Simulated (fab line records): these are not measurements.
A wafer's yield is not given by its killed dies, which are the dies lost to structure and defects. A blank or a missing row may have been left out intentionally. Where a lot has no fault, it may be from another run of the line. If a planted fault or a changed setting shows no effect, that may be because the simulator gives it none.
fab line records -- flow n5-finfet
[record] lots = 7, wafers = 19, last-day = 18
route steps=1938 shown BEOL_M9@1419
lots that met no fault: taken from a fault-free run of the same line
start-h: hours from the record's first day to the start of the lot's first wafer shown -- wait-h: hours elapsed since this lot's preceding step -- " identical to the entry in the row above -- L1.1+2: a single row standing in for several wafers -- - value missing, or start not given -- * or withheld: withheld -- < > ~ a bound
route shown NAME@n: names a module that has steps shown in the file, with the first one's number in the route -- usual: mean and standard deviation over wafers with no fault -- same: alike in all rows -- chamber/n: place in a boat -- sites: readings site by site -- _std_site: the values' standard deviation -- _edge_site: the outer-site mean with the inner-site mean subtracted -- radius-mm: how far each site lies from the wafer's centre -- mask NAME#n: copy n -- behind: the tool/chamber that last shaped the wafer -- hold: reason for holding the lot/hours on hold/outcome of the hold -- device: names the non-switching transistor (n, p or np) -- end of line: the route-end tests of the same wafers -- a step without rows: its recipe alone -- killed: dies lost to structure and defects at the first sort, not the wafer's yield -- map: the dies of a wafer, with x for killed, . for not killed, _ for no die there
set.NAME: the setting the step ran with; set.NAME@STEP: the setting that earlier step ran with -- model.NAME: the simulator's own value behind a step, which no gauge read
certain route steps with their lots: each step a table, each wafer a row
services: the hour from which a tool's chamber was out of use, counted from the record's first day as start-h (under 0 if before that day), plus the number of hours and why
[[steps]]
[step N5_BEOL_M9_ETCH_62]
[recipe] chemistry = N2/H2, target = SOC, target-depth-a = 1100, overetch-a = 220, mask-material = SiARC, temp-c = 40, time-s = 165, ion-energy-ev = 200, pressure-mtorr = 30, source-w = 840, bias-w = 150, n2-flow-sccm = 200, h2-flow-sccm = 200
[usual] drypump-motor-current-A = 5.7/0.51, oes-product-au = 0.65/0.081, rf-vpp-V = 523.8/2.3, showerhead-plenum-p-Torr = 2.55/0.083, throttle-valve-pct = 17.90/0.27
lot.wafer,tool,chamber,start-h,wait-h,drypump-motor-current-A,oes-product-au,rf-hours-counter-h,rf-vpp-V,showerhead-plenum-p-Torr,throttle-valve-pct
L562.2,rie-diel-05,2,248.63,0.0,5.5,0.78,6,523.1,2.50,17.51
L562.3,rie-diel-05,3,248.63,0.0,5.6,0.60,219,522.6,2.51,18.33
L562.6,rie-diel-05,1,248.63,0.0,6.7,0.58,-,522.8,2.51,18.08
L561.2,rie-diel-02,3,257.01,0.0,4.8,0.61,210,523.2,2.52,18.11
L561.3,rie-diel-02,0,257.01,0.0,6.0,0.59,236,522.9,2.51,18.34
L561.4,rie-diel-02,1,257.01,0.0,5.9,0.77,31,527.0,2.71,17.50
L565.3,rie-diel-02,2,280.31,0.0,5.6,0.61,164,524.9,2.55,17.68
L565.4,rie-diel-02,3,280.31,0.0,4.8,0.61,215,523.6,2.52,18.11
L564.3,rie-diel-02,0,281.58,0.0,6.1,0.59,243,521.6,2.50,18.34
L564.4,rie-diel-02,1,281.58,0.0,5.9,0.74,38,527.2,2.71,17.48
L564.6,rie-diel-02,2,281.58,0.0,5.6,0.62,-,523.9,2.55,17.66
L566.1,rie-diel-02,0,295.02,0.0,6.0,0.58,248,523.4,2.50,18.37
L566.3,rie-diel-02,1,295.02,0.0,5.9,0.76,42,528.0,2.71,17.51
L576.2,rie-diel-04,1,339.73,0.0,6.6,0.61,211,521.1,2.42,18.15
L576.3,rie-diel-04,2,339.73,0.0,5.5,0.61,218,526.3,2.62,17.92
L576.6,rie-diel-04,1,339.73,0.0,6.6,0.61,-,520.2,2.42,18.14
L581.1,rie-diel-02,0,372.97,0.0,6.0,0.77,16,522.2,2.50,17.96
L581.3,rie-diel-02,3,372.97,0.0,4.8,0.59,247,522.3,2.51,18.17
L581.5,rie-diel-02,3,372.97,0.0,4.7,0.59,-,522.9,2.51,18.15
[step N5_BEOL_M9_STRIP_68]
[recipe] chemistry = N2/H2, temp-c = 40, n2-flow-sccm = 200, h2-flow-sccm = 200, rf-frequency-hz = 6e+07
[step N5_BEOL_M9_STRIP_67]
[recipe] chemistry = CF4, resist = SiARC, power-w = 300, bias-power-w = 75, pressure-mtorr = 50, cf4-flow-sccm = 150, rf-frequency-hz = 6e+07
[usual] drypump-motor-current-A = 5.7/0.51, oes-product-au = 0.77/0.095, rf-vpp-V = 271.1/1.4, showerhead-plenum-p-Torr = 1.80/0.055, throttle-valve-pct = 13.7/0.32
lot.wafer,tool,chamber,start-h,wait-h,drypump-motor-current-A,oes-product-au,rf-hours-counter-h,rf-vpp-V,showerhead-plenum-p-Torr,throttle-valve-pct
L562.2,rie-diel-05,2,248.78,0.0,5.5,0.92,7,269.5,1.77,13.2
L562.3,rie-diel-05,3,248.78,0.0,5.6,0.71,219,270.7,1.77,14.1
L562.6,rie-diel-05,1,248.78,0.0,6.7,0.69,-,271.1,1.78,13.9
L561.2,rie-diel-02,3,257.15,0.0,4.7,0.72,210,271.8,1.78,13.9
L561.3,rie-diel-02,0,257.15,0.0,6.0,0.70,236,271.2,1.77,14.1
L561.4,rie-diel-02,1,257.15,0.0,5.9,0.90,31,272.8,1.91,13.2
L565.3,rie-diel-02,2,280.46,0.0,5.6,0.73,164,272.8,1.79,13.5
L565.4,rie-diel-02,3,280.46,0.0,4.8,0.72,215,269.1,1.78,13.9
L564.3,rie-diel-02,0,281.73,0.0,6.0,0.69,243,271.0,1.77,14.1
L564.4,rie-diel-02,1,281.73,0.0,5.9,0.87,38,273.6,1.90,13.2
L564.6,rie-diel-02,2,281.73,0.0,5.6,0.73,-,270.9,1.79,13.5
L566.1,rie-diel-02,0,295.16,0.0,6.1,0.69,248,271.1,1.77,14.1
L566.3,rie-diel-02,1,295.16,0.0,5.9,0.88,42,272.1,1.90,13.3
L576.2,rie-diel-04,1,339.88,0.0,6.5,0.72,212,269.2,1.71,13.9
L576.3,rie-diel-04,2,339.88,0.0,5.5,0.73,218,272.3,1.85,13.8
L576.6,rie-diel-04,1,339.88,0.0,6.6,0.73,-,267.9,1.71,13.9
L581.1,rie-diel-02,0,373.12,0.0,5.9,0.90,16,270.9,1.76,13.6
L581.3,rie-diel-02,3,373.12,0.0,4.8,0.70,247,270.9,1.77,14.0
L581.5,rie-diel-02,3,373.12,0.0,4.8,0.70,-,268.7,1.77,14.0
[step N5_BEOL_M9_HM_OPEN_17]
[recipe] chemistry = Cl2/BCl3, target-depth-a = 200, overetch-a = 60, target = TiN, mask-material = SOC, ion-energy-ev = 150, pressure-mtorr = 10, icp-w = 1000, bias-w = 126, Cl2_flow_sccm = 53.25, bcl3-flow-sccm = 21.75, Ar_flow_sccm = 25
[usual] drypump-motor-current-A = 6.0/0.36, he-backside-leak-sccm = 3.50/0.27, oes-product-au = 0.63/0.067, throttle-valve-pct = 22.03/0.15
lot.wafer,tool,chamber,start-h,wait-h,drypump-motor-current-A,he-backside-leak-sccm,oes-product-au,rf-hours-counter-h,throttle-valve-pct
L562.2,rie-metal-01,1,248.82,0.0,5.3,2.99,0.64,50,21.89
L562.3,rie-metal-01,0,248.82,0.0,5.8,3.60,0.75,-,21.91
L562.6,rie-metal-01,0,248.82,0.0,5.8,3.66,0.73,-,21.93
L561.2,rie-metal-01,1,257.20,0.0,5.3,3.27,0.64,51,21.89
L561.3,rie-metal-01,0,257.20,0.0,5.7,3.30,0.73,-,21.95
L561.4,rie-metal-01,1,257.20,0.0,5.3,3.47,0.63,-,21.90
L565.3,rie-metal-01,0,280.53,0.1,5.8,3.54,0.73,-,21.94
L565.4,rie-metal-01,1,280.53,0.1,5.3,3.29,0.63,-,21.89
L564.3,rie-metal-03,1,281.80,0.1,6.0,3.42,0.71,-,21.98
L564.4,rie-metal-03,0,281.80,0.1,6.1,3.57,0.56,-,22.31
L564.6,rie-metal-03,0,281.80,0.1,6.1,3.64,0.56,-,22.33
L566.1,rie-metal-01,0,295.20,0.0,5.8,3.63,0.73,23,21.92
L566.3,rie-metal-01,1,295.20,0.0,5.3,3.39,0.64,-,21.88
L576.2,rie-metal-01,1,339.98,0.1,5.3,3.37,0.63,58,21.89
L576.3,rie-metal-01,1,339.98,0.1,5.3,3.39,0.63,-,21.89
L576.6,rie-metal-01,0,339.98,0.1,5.8,3.52,0.72,-,21.94
L581.1,rie-metal-03,1,373.16,0.0,5.9,3.28,0.68,36,22.02
L581.3,rie-metal-03,0,373.16,0.0,6.1,3.61,0.84,-,22.06
L581.5,rie-metal-03,0,373.16,0.0,6.1,3.78,0.84,-,22.06
[step N5_BEOL_M9_STRIP_19]
[recipe] chemistry = O2, power-w = 400, temp-c = 40, pressure-mtorr = 30, rf-frequency-hz = 6e+07, bias-power-w = 0, overash-fraction = 0.2, o2-flow-sccm = 225
[usual] drypump-motor-current-A = 5.8/0.54, o2-flow-sccm = 225.1/0.66, oes-product-au = 0.76/0.09, rf-vpp-V = 3.7/0.61, showerhead-plenum-p-Torr = 2.10/0.071, throttle-valve-pct = 16.79/0.27
[same] overash-fraction = 0.2
lot.wafer,tool,chamber,start-h,wait-h,drypump-motor-current-A,o2-flow-sccm,oes-product-au,rf-hours-counter-h,rf-vpp-V,showerhead-plenum-p-Torr,throttle-valve-pct
L562.2,rie-diel-04,2,248.93,0.1,5.5,225.3,0.74,189,4.2,2.18,16.80
L562.3,rie-diel-04,1,248.93,0.1,6.6,225.1,0.75,184,3.7,2.00,16.87
L562.6,rie-diel-04,2,248.93,0.1,5.5,225.0,0.74,-,4.5,2.18,16.79
L561.2,rie-diel-04,2,257.31,0.1,5.5,223.8,0.75,192,4.2,2.18,16.81
L561.3,rie-diel-04,3,257.31,0.1,5.7,224.6,0.96,9,4.2,2.23,16.63
L561.4,rie-diel-04,0,257.31,0.1,6.1,224.2,0.71,206,4.7,2.08,16.89
L565.3,rie-diel-05,2,280.61,0.1,5.5,225.0,0.91,15,3.0,2.05,16.25
L565.4,rie-diel-05,3,280.61,0.1,5.6,225.4,0.69,228,3.2,2.07,17.23
L564.3,rie-diel-02,0,281.88,0.1,6.0,224.4,0.69,243,3.3,2.06,17.14
L564.4,rie-diel-02,1,281.88,0.1,5.9,224.9,0.88,38,3.3,2.22,16.29
L564.6,rie-diel-02,0,281.88,0.1,6.0,223.2,0.68,-,4.6,2.06,17.15
L566.1,rie-diel-05,2,295.46,0.2,5.5,224.7,0.90,19,3.0,2.05,16.25
L566.3,rie-diel-05,1,295.46,0.2,6.7,223.1,0.68,241,2.9,2.06,16.99
L576.2,rie-diel-04,1,340.09,0.1,6.6,225.4,0.73,212,3.8,1.99,16.90
L576.3,rie-diel-04,2,340.09,0.1,5.5,224.8,0.72,218,3.5,2.17,16.86
L576.6,rie-diel-04,3,340.09,0.1,5.6,225.1,0.90,-,3.6,2.22,16.69
L581.1,rie-diel-02,3,373.27,0.1,4.7,225.0,0.69,247,3.3,2.07,17.04
L581.3,rie-diel-02,0,373.27,0.1,6.1,225.5,0.92,16,4.3,2.05,16.70
L581.5,rie-diel-02,3,373.27,0.1,4.7,224.4,0.69,-,3.6,2.07,17.03
[step N5_BEOL_M9_CD_MEAS_18]
[recipe] pitch-nm = 140, target-cd-nm = 70
[usual] cd-nm = 70.0/0.55
lot.wafer,tool,chamber,start-h,wait-h,cd-nm
L562.2,cd-sem-01,-,249.00,0.1,70.0
L562.3,cd-sem-01,-,249.00,0.1,69.3
L562.6,cd-sem-01,-,249.00,0.1,69.1
L561.2,cd-sem-01,-,257.38,0.1,70.7
L561.3,cd-sem-01,-,257.38,0.1,71.3
L561.4,cd-sem-01,-,257.38,0.1,70.9
L565.3,cd-sem-03,-,280.68,0.1,70.5
L565.4,cd-sem-03,-,280.68,0.1,70.4
L564.3,cd-sem-02,-,281.95,0.1,70.3
L564.4,cd-sem-02,-,281.95,0.1,69.7
L564.6,cd-sem-02,-,281.95,0.1,70.1
L566.1,cd-sem-02,-,295.53,0.0,70.1
L566.3,cd-sem-02,-,295.53,0.0,69.4
L576.2,cd-sem-02,-,340.17,0.1,69.2
L576.3,cd-sem-02,-,340.17,0.1,69.2
L576.6,cd-sem-02,-,340.17,0.1,68.7
L581.1,cd-sem-03,-,373.35,0.1,69.9
L581.3,cd-sem-03,-,373.35,0.1,69.4
L581.5,cd-sem-03,-,373.35,0.1,69.0
[step N5_BEOL_M9_COAT_63]
[recipe] resist = SOC, temp-c = 250, time-s = 60, spin-rpm = 1500, resist-thk-nm = 60
[step N5_BEOL_M9_COAT_64]
[recipe] resist = SiARC, temp-c = 220, time-s = 60, spin-rpm = 1500, resist-thk-nm = 12
[step N5_BEOL_M9_COAT_75]
[recipe] resist = underlayer, temp-c = 205, time-s = 60, spin-rpm = 1500, resist-thk-nm = 5
[step N5_BEOL_M9_COAT_22]
[recipe] resist = CAR-EUV, spin-rpm = 1500, resist-thk-nm = 30
[step N5_BEOL_M9_EBR_24]
[recipe] solvent = PGMEA, ebr-width-mm = 1.5
[step N5_BEOL_M9_SOFTBAKE_23]
[recipe] temp-c = 110, time-s = 60, resist = CAR-EUV
[step N5_BEOL_M9_EXPOSE_25]
[recipe] mask-id = V8, na = 0.33, source-shape = annular, sigma-inner = 0.4, sigma-outer = 0.8, polarization = unpolarized, dose-mj = 37.25
lot.wafer,tool,chamber,start-h,wait-h,mask,model.BEOL_M9.overlay-x-nm
L562.2+3+6,euv-scanner-01,0,249.59,-,V8#0,-0.2
L561.2+3+4,euv-scanner-01,0,258.08,-,V8#0,-0.2
L565.3+4,euv-scanner-02,0,283.74,-,V8#0,12.6
L564.3+4+6,euv-scanner-02,0,283.79,-,V8#0,12.8
L566.1+3,euv-scanner-02,0,296.15,-,V8#0,12.6
L576.2+3+6,euv-scanner-01,0,343.48,-,V8#0,0.6
L581.1+3+5,euv-scanner-01,0,375.95,-,V8#0,-0.4
[step N5_BEOL_M9_PEB_26]
[recipe] peb-temp-c = 100, peb-time-s = 60, resist = CAR-EUV
[step N5_BEOL_M9_DEVELOP_27]
[recipe] develop-time-s = 30, developer = TMAH, resist = CAR-EUV, rinse-liquid = surfactant-rinse, dry = air-spin, dev-temp-c = 23
[step N5_BEOL_M9_CD_MEAS_28]
[recipe] target-cd-nm = 70, landing-energy-ev = 500, detector = se-inlens, polarity = opening
[usual] cd-nm = 69.98/0.26
lot.wafer,tool,chamber,start-h,wait-h,cd-nm
L562.2,cd-sem-01,0,249.71,-,69.73
L562.3,cd-sem-01,0,249.71,-,70.02
L562.6,cd-sem-01,0,249.71,-,69.90
L561.2,cd-sem-02,0,258.20,-,69.85
L561.3,cd-sem-02,0,258.20,-,69.28
L561.4,cd-sem-02,0,258.20,-,69.98
L565.3,cd-sem-03,0,283.86,-,69.63
L565.4,cd-sem-03,0,283.86,-,69.78
L564.3,cd-sem-01,0,283.90,-,69.69
L564.4,cd-sem-01,0,283.90,-,69.76
L564.6,cd-sem-01,0,283.90,-,69.57
L566.1,cd-sem-03,0,296.28,-,70.33
L566.3,cd-sem-03,0,296.28,-,69.93
L576.2,cd-sem-01,0,343.61,-,70.27
L576.3,cd-sem-01,0,343.61,-,70.43
L576.6,cd-sem-01,0,343.61,-,70.29
L581.1,cd-sem-01,0,376.08,-,69.92
L581.3,cd-sem-01,0,376.08,-,70.23
L581.5,cd-sem-01,0,376.08,-,70.45
[step N5_BEOL_M9_OVL_MEAS_29]
[recipe] points-per-wafer = 522
[usual] V8_OVL = 0.2/0.78
lot.wafer,tool,chamber,start-h,wait-h,V8_OVL[nm]
L562.2,overlay-01,0,249.75,0.0,-0.3
L562.3,overlay-01,0,249.75,0.0,0.1
L562.6,overlay-01,0,249.75,0.0,-0.2
L561.2,overlay-01,0,258.24,0.0,-0.2
L561.3,overlay-01,0,258.24,0.0,-0.8
L561.4,overlay-01,0,258.24,0.0,-1.0
L565.3,overlay-01,0,283.90,0.0,12.7
L565.4,overlay-01,0,283.90,0.0,12.4
L564.3,overlay-02,0,283.94,0.0,12.9
L564.4,overlay-02,0,283.94,0.0,13.5
L564.6,overlay-02,0,283.94,0.0,13.3
L566.1,overlay-02,0,296.31,0.0,12.2
L566.3,overlay-02,0,296.31,0.0,13.3
L576.2,overlay-01,0,343.64,0.0,0.3
L576.3,overlay-01,0,343.64,0.0,0.3
L576.6,overlay-01,0,343.64,0.0,1.2
L581.1,overlay-02,0,376.11,0.0,-0.5
L581.3,overlay-02,0,376.11,0.0,0.3
L581.5,overlay-02,0,376.11,0.0,-0.4
[step N5_BEOL_M9_INSPECT_30]
[recipe] mode = adi, inspect-instrument = brightfield
[usual] raw-defect-count = 459/110
lot.wafer,tool,chamber,start-h,wait-h,raw-defect-count
L562.2,defect-inspect-02,-,249.80,0.0,628
L562.3,defect-inspect-02,-,249.80,0.0,446
L562.6,defect-inspect-02,-,249.80,0.0,714
L561.2,defect-inspect-02,-,258.29,0.0,452
L561.3,defect-inspect-02,-,258.29,0.0,400
L561.4,defect-inspect-02,-,258.29,0.0,399
L565.3,defect-inspect-02,-,283.95,0.0,555
L565.4,defect-inspect-02,-,283.95,0.0,403
L564.3,defect-inspect-02,-,283.99,0.0,344
L564.4,defect-inspect-02,-,283.99,0.0,477
L564.6,defect-inspect-02,-,283.99,0.0,498
L566.1,defect-inspect-02,-,296.37,0.1,652
L566.3,defect-inspect-02,-,296.37,0.1,616
L576.2,defect-inspect-02,-,343.70,0.0,584
L576.3,defect-inspect-02,-,343.70,0.0,736
L576.6,defect-inspect-02,-,343.70,0.0,481
L581.1,defect-inspect-01,-,376.16,0.1,338
L581.3,defect-inspect-01,-,376.16,0.1,433
L581.5,defect-inspect-01,-,376.16,0.1,375
[[services]]
tool,chamber,start-h,hours,kind
rie-metal-03,1,239.02,11.6,repair
euv-scanner-02,-,247.50,4.6,pm
euv-scanner-02,-,253.55,1.0,pm
euv-scanner-01,-,254.56,1.0,pm
rie-metal-03,-,258.26,0.4,repair
rie-diel-02,3,267.45,4.0,repair
rie-diel-02,-,275.75,2.8,pm
euv-scanner-01,-,276.89,25.6,repair
rie-metal-01,0,302.31,5.3,repair
rie-diel-02,0,303.00,-,clean
rie-diel-02,0,303.00,-,consumable-replace:focus-ring
rie-diel-02,0,303.00,19.1,scheduled-down
rie-diel-02,0,303.00,19.1,vent-cycle
euv-scanner-01,-,303.59,4.6,pm
euv-scanner-02,-,309.70,1.0,pm
euv-scanner-01,-,310.71,1.0,pm
rie-diel-05,0,325.56,-,clean
rie-diel-05,0,325.56,-,consumable-replace:focus-ring
euv-scanner-01,0,335.47,-,calibration
euv-scanner-01,-,345.42,5.8,pm
euv-scanner-01,-,353.84,1.1,repair
rie-metal-01,1,362.21,3.6,repair
euv-scanner-02,-,365.85,1.0,pm
euv-scanner-01,-,366.86,1.0,pm
[[key]]
[first-sign] step = N5_BEOL_M9_OVL_MEAS_29, reading = V8_OVL, direction = up, sigmas = 16, usual = 0.2, struck = 12.9
effect none on later readings
[model-effect] step = N5_BEOL_M9_EXPOSE_25, value = BEOL_M9.overlay-x-nm, without = 0.2, struck = 12.69
met-at N5_BEOL_M9_EXPOSE_25
struck-wafers L564.3,L564.4,L564.6,L565.3,L565.4,L566.1,L566.3
rows-end L564.4,L565.3
[fault] kind = scanner-matching-overlay, tool = euv-scanner-02, chamber = -, onset-h = 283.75, steps = N5_BEOL_M9_EXPOSE_25, offset = 12.5
// rows-end: these wafers met a further fault down the route, and their rows from its step on are left out
